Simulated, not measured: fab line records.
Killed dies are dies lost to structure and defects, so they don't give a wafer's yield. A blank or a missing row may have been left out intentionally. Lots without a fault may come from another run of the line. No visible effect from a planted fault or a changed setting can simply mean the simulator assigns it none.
Matching of chambers | flow n5Finfet | aldSin-03 running N5_MOL_CONTACT_COAG_ALD_133: 4 sister chambers
The step deposits SiO2, target thk 5 nm, pulse time 1 s, co reactant pulse time 1 s. 8 wafers are shown with their chamber, then 7 later ones without.

## EACH WAFER AND ITS CHAMBER
wafer  | chamber | heaterPowerW (W) | precursorPulseHeightRel
L078.6 | 3       | 78               | 1.003
L080.1 | 3       | 76               | 0.987
L080.4 | 0       | 68               | 0.952
L083.2 | 1       | 89               | 1.032
L083.3 | 2       | 86               | 0.971
L083.5 | 0       | 69               | 0.996
L084.1 | 2       | 86               | 0.998
L084.3 | 1       | 90               | 1.020

## WAFERS WHOSE CHAMBER IS MISSING
wafer  | heaterPowerW (W) | precursorPulseHeightRel
L084.6 | 79               | 0.994
L087.2 | 89               | 0.970
L087.5 | 79               | 0.971
L087.6 | 93               | 1.014
L089.3 | 91               | 1.015
L089.4 | 70               | 1.009
L089.6 | 69               | 0.991

## THE CHAMBER EACH PASSED THROUGH
wafer  | from the rows above     | in truth
L084.6 | 3                       | 3
L087.2 | can't be placed: 1 or 2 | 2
L087.5 | 3                       | 3
L087.6 | 1                       | 1
L089.3 | 1                       | 1
L089.4 | 0                       | 0
L089.6 | 0                       | 0
6 of 7 placed correctly. From these rows, 1 cannot be placed; in 1 the true chamber is one of the candidates. Placed wrongly: 0.
How it was worked out, from the rows above alone: a wafer's distance from a chamber is the root of the sum, over the readings, of the square of ((its reading less the chamber's mean) divided by the reading's scatter). If the next closest chamber is less than 2 further off than the closest, the wafer can't be placed; otherwise it belongs to the closest. For every chamber, the mean is computed from those of its wafers that are shown. The scatter: the root of (the sum of the squares of (reading less its chamber's mean) over the shown wafers, divided by (wafers less chambers)).
